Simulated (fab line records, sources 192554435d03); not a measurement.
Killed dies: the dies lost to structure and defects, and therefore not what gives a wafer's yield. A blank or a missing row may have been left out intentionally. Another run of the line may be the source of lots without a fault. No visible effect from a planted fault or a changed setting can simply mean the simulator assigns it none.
Matching of chambers | flow n5 finfet | N5_BEOL_M8_DEP_56 on pecvd-03 has 3 sister chambers
The step deposits SiCN from 3MS/NH3, target thk 10 nm, time 17.5 s. 6 wafers are shown with their chamber, then 7 later ones without.

EACH WAFER AND ITS CHAMBER
wafer  | chamber | throttle valve pct (%) | showerhead plenum p Torr (Torr)
L082.5 | 1       | 9.9                    | 3.655
L084.1 | 2       | 8.0                    | 3.668
L084.5 | 1       | 9.9                    | 3.663
L084.6 | 0       | 8.9                    | 3.655
L088.1 | 0       | 9.1                    | 3.666
L088.2 | 2       | 7.8                    | 3.660

WAFERS WITHOUT THEIR CHAMBER
wafer  | throttle valve pct (%) | showerhead plenum p Torr (Torr)
L088.5 | 9.6                    | 3.659
L090.2 | 9.4                    | 3.661
L090.3 | 8.1                    | 3.664
L090.5 | 9.5                    | 3.657
L091.3 | 9.0                    | 3.658
L091.4 | 9.7                    | 3.673
L091.5 | 7.9                    | 3.660

CHAMBER TAKEN BY EACH
wafer  | from the rows above     | in truth
L088.5 | 1                       | 1
L090.2 | can't be placed: 0 or 1 | 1
L090.3 | 2                       | 2
L090.5 | can't be placed: 1 or 0 | 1
L091.3 | 0                       | 0
L091.4 | 1                       | 1
L091.5 | 2                       | 2
Correct placement for 5 of the 7. Not placeable from these rows: 2 (in 2, the candidates include the true chamber). Wrongly placed: 0.
How it was worked out, from the rows above alone: a wafer's distance from a chamber is the root of the sum, over the readings, of the square of ((its reading less the chamber's mean) divided by the reading's scatter). If the next closest chamber is less than 2 further off than the closest, the wafer can't be placed; otherwise it belongs to the closest. A chamber's mean is the mean of its shown wafers. How the scatter is found: for the shown wafers, subtract from each reading the mean of its chamber, square and add these, divide the total by (wafers less chambers), then take the root.
